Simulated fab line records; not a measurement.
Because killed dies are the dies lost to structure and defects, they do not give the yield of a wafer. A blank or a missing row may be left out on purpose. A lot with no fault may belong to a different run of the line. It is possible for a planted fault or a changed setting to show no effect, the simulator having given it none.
Chamber matching | flow n5-finfet | N5_SD_EPI_P_ETCH_37 on rie-diel-03 has 4 sister chambers
The step etches SOC in N2/H2, overetch 108 nm, time 486 s. 20 wafers are shown with their chamber, then 10 later ones without.

## EACH WAFER AND ITS CHAMBER
wafer  | chamber | drypump-motor-current-A (A) | showerhead-plenum-p-Torr (Torr) | throttle-valve-pct (%)
L076.3 | 2       | 6.6                         | 2.59                            | 23.5
L076.5 | 3       | 5.7                         | 2.63                            | 23.9
L076.6 | 0       | 6.2                         | 2.52                            | 24.0
L077.2 | 1       | 5.7                         | 2.40                            | 23.5
L077.3 | 0       | 6.2                         | 2.52                            | 24.0
L077.4 | 3       | 5.7                         | 2.63                            | 23.9
L083.2 | 2       | 6.7                         | 2.58                            | 23.5
L083.5 | 3       | 5.7                         | 2.63                            | 24.0
L083.6 | 2       | 6.6                         | 2.58                            | 23.5
L084.2 | 0       | 6.2                         | 2.51                            | 24.0
L084.3 | 3       | 5.7                         | 2.63                            | 24.0
L084.4 | 2       | 6.6                         | 2.58                            | 23.5
L085.1 | 2       | 6.6                         | 2.58                            | 23.5
L085.4 | 0       | 6.2                         | 2.51                            | 24.0
L085.5 | 1       | 5.7                         | 2.40                            | 23.5
L087.1 | 3       | 5.7                         | 2.63                            | 24.0
L087.2 | 1       | 5.7                         | 2.40                            | 23.5
L087.4 | 0       | 6.2                         | 2.51                            | 24.0
L090.1 | 2       | 6.6                         | 2.58                            | 22.9
L090.3 | 1       | 5.7                         | 2.39                            | 23.5

SIGNATURES, as means of the wafers listed above
reading                  | chamber 0 | chamber 1 | chamber 2 | chamber 3 | scatter within a chamber
drypump-motor-current-A  | 6.200     | 5.700     | 6.617     | 5.700     | 0.0228
showerhead-plenum-p-Torr | 2.5140    | 2.3975    | 2.5817    | 2.6300    | 0.00417
throttle-valve-pct       | 24.000    | 23.500    | 23.400    | 23.960    | 0.14
Rule: a wafer lies at a distance from a chamber equal to the root of the sum of squares, over the readings, of (its reading less the chamber's mean, divided by the reading's scatter). The wafer belongs to the nearest chamber; if the next one is less than 2 further off, it can't be placed. The scatter: the root of (the sum of the squares of (reading less its chamber's mean) over the shown wafers, divided by (wafers less chambers)).

## WAFERS MISSING THEIR CHAMBER
wafer  | drypump-motor-current-A (A) | showerhead-plenum-p-Torr (Torr) | throttle-valve-pct (%)
L090.5 | 5.7                         | 2.39                            | 23.5
L091.2 | 5.7                         | 2.39                            | 23.6
L091.4 | 6.6                         | 2.58                            | 22.9
L091.6 | 5.7                         | 2.62                            | 24.0
L092.2 | 5.7                         | 2.62                            | 24.0
L092.4 | 5.7                         | 2.39                            | 23.5
L092.6 | 5.7                         | 2.62                            | 24.0
L093.2 | 5.7                         | 2.39                            | 23.5
L093.3 | 6.6                         | 2.57                            | 22.9
L093.5 | 6.6                         | 2.57                            | 22.9

## WHICH CHAMBER EACH ONE RAN IN
wafer  | from the rows above | in truth
L090.5 | 1                   | 1
L091.2 | 1                   | 1
L091.4 | 2                   | 2
L091.6 | 3                   | 3
L092.2 | 3                   | 3
L092.4 | 1                   | 1
L092.6 | 3                   | 3
L093.2 | 1                   | 1
L093.3 | 2                   | 2
L093.5 | 2                   | 2
10 of 10 placed correctly. Not placeable from these rows: 0. Placed wrongly: 0.
